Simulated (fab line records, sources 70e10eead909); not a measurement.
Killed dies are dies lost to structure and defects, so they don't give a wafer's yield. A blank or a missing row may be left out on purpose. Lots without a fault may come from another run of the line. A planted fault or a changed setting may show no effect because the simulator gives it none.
A struck lot beside a sound one | flow nand_harc | 15 steps out of a route of 1159
Sound: wafers L371.4, L371.5, L371.6. Struck: wafer L377.3. (L377.5, L377.6 of the same lot were not struck and are left out.) The cause comes at the end.
At each step with rows: each side's tool, then ch and its chambers, then its first start. Under that, the readings that differ: sound wafers | struck wafers | difference of the means | sigmas: that difference in standard deviations of wafers without a fault.
alike: readings whose means differ by less than 2 such deviations, and words and numbers that are the same on both sides. not compared: withheld readings, readings that some wafer has no value for, bounds like >300 that may hide the same value, and numbers for which the record gives no deviation and whose values overlap.
The two part at a step that has a row with sigmas, a row that says differs or no value, or rows on one side only. Numbers that don't overlap but have no deviation are shown without sigmas and don't part them. A reading that every wafer of one side lacks parts them only if that side has two wafers or more.

first, 1 step without rows for these wafers: NHARC_A_ONON_D1_DEP_00 (target thk 1000 nm).
NHARC_A_ONON_D1_THK_MEAS_02: measures by ellipsometry.
  sound on film_metro-01, day 8 20:05; struck on film_metro-01, day 10 21:21
  reading     | sound       | struck | difference | sigmas
  thk_nm (nm) | 983 984 982 | 1005   | +22        | +2
then, 1 step without rows for these wafers: NHARC_A_ONON_D1_DEP_03 (target thk 1000 nm).
NHARC_A_ONON_D1_THK_MEAS_05: measures by ellipsometry.
  sound on film_metro-02, day 8 20:42; struck on film_metro-02, day 10 21:55
  alike: thk_nm
then, 1 step without rows for these wafers: NHARC_A_ONON_D1_DEP_06 (target thk 1000 nm).
NHARC_A_ONON_D1_THK_MEAS_08: measures by ellipsometry.
  sound on film_metro-01, day 8 21:16; struck on film_metro-01, day 10 22:29
  alike: thk_nm
then, 1 step without rows for these wafers: NHARC_A_ONON_D1_DEP_09 (target thk 1000 nm).
NHARC_A_ONON_D1_THK_MEAS_11: measures by ellipsometry.
  sound on film_metro-02, day 8 21:50; struck on film_metro-02, day 10 23:03
  alike: thk_nm
then, 1 step without rows for these wafers: NHARC_A_ONON_D1_DEP_12 (target thk 1000 nm).
NHARC_A_ONON_D1_THK_MEAS_14: measures by ellipsometry.
  sound on film_metro-01, day 8 22:25; struck on film_metro-01, day 10 23:37
  alike: thk_nm
then, 1 step without rows for these wafers: NHARC_A_ONON_D1_ANNEAL_15 (time 3600 s).
NHARC_A_ONON_D1_DEP_16: target thk 1000 nm.
  sound on pecvd_onon-03 ch 0, day 9 05:11; struck on pecvd_onon-03 ch 0, day 11 06:26
  alike: sih4_flow_sccm
NHARC_A_ONON_D1_THK_MEAS_18: measures by ellipsometry.
  sound on film_metro-02, day 9 05:31; struck on film_metro-02, day 11 06:50
  reading     | sound       | struck | difference | sigmas
  thk_nm (nm) | 984 985 985 | 623    | -362       | -33
then, 1 step without rows for these wafers: NHARC_A_ONON_D1_DEP_19 (target thk 1000 nm).
-- the record jumps here: 11 days lie between the struck wafers' starts before and after (it left off in module A_ONON_D1 and takes up again in module END, whose first step shown is number 1159 of the route) --
NHARC_END_SORT_01:
  the record has rows for the struck wafers here (prober-02 ch 0, day 22 04:05) and none for the sound ones

WHERE THEY PART
First at NHARC_A_ONON_D1_THK_MEAS_02; last, within this record, at NHARC_END_SORT_01.

WHY: what the simulator had put in
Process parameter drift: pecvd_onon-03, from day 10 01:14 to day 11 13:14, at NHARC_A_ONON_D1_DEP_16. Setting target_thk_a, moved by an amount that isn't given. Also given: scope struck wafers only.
